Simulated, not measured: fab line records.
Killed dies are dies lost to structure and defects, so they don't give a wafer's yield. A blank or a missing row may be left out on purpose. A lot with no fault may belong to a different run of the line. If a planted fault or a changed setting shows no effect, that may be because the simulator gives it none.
Matching of chambers | flow n5Finfet | N5_BEOL_M7_STRIP_36 on rieDiel-05: 4 sister chambers
The step strips in N2/H2. 4 wafers are shown with their chamber, then 12 later ones without.

WAFERS WITH THEIR CHAMBER
wafer  | chamber | drypumpMotorCurrentA (A)
L083.4 | 3       | 5.4
L088.5 | 1       | 5.5
L087.1 | 2       | 5.8
L087.5 | 0       | 6.1

WAFERS MISSING THEIR CHAMBER
wafer  | drypumpMotorCurrentA (A)
L089.1 | 5.5
L089.2 | 5.8
L089.6 | 6.1
L093.2 | 5.5
L093.5 | 6.0
L093.6 | 5.5
L094.2 | 6.0
L094.3 | 5.5
L094.4 | 5.8
L097.2 | 5.5
L097.4 | 5.8
L097.5 | 6.0

THE CHAMBER EACH PASSED THROUGH
wafer  | from the rows above | in truth
L089.1 | 1                   | 1
L089.2 | 2                   | 2
L089.6 | 0                   | 0
L093.2 | 1                   | 1
L093.5 | 0                   | 0
L093.6 | 1                   | 1
L094.2 | 0                   | 0
L094.3 | 1                   | 1
L094.4 | 2                   | 2
L097.2 | 1                   | 1
L097.4 | 2                   | 2
L097.5 | 0                   | 0
12 of 12 placed correctly. Number that these rows cannot place: 0. Wrongly placed: 0.
How it was worked out, from the rows above alone: a wafer's distance from a chamber is the root of the sum, over the readings, of the square of ((its reading less the chamber's mean) divided by the reading's scatter). The wafer belongs to the nearest chamber; if the next one is less than 2 further off, it can't be placed. For every chamber, the mean is computed from those of its wafers that are shown. The scatter: root of mean squared gap, hidden wafer to nearest shown wafer, with one shown wafer a chamber.
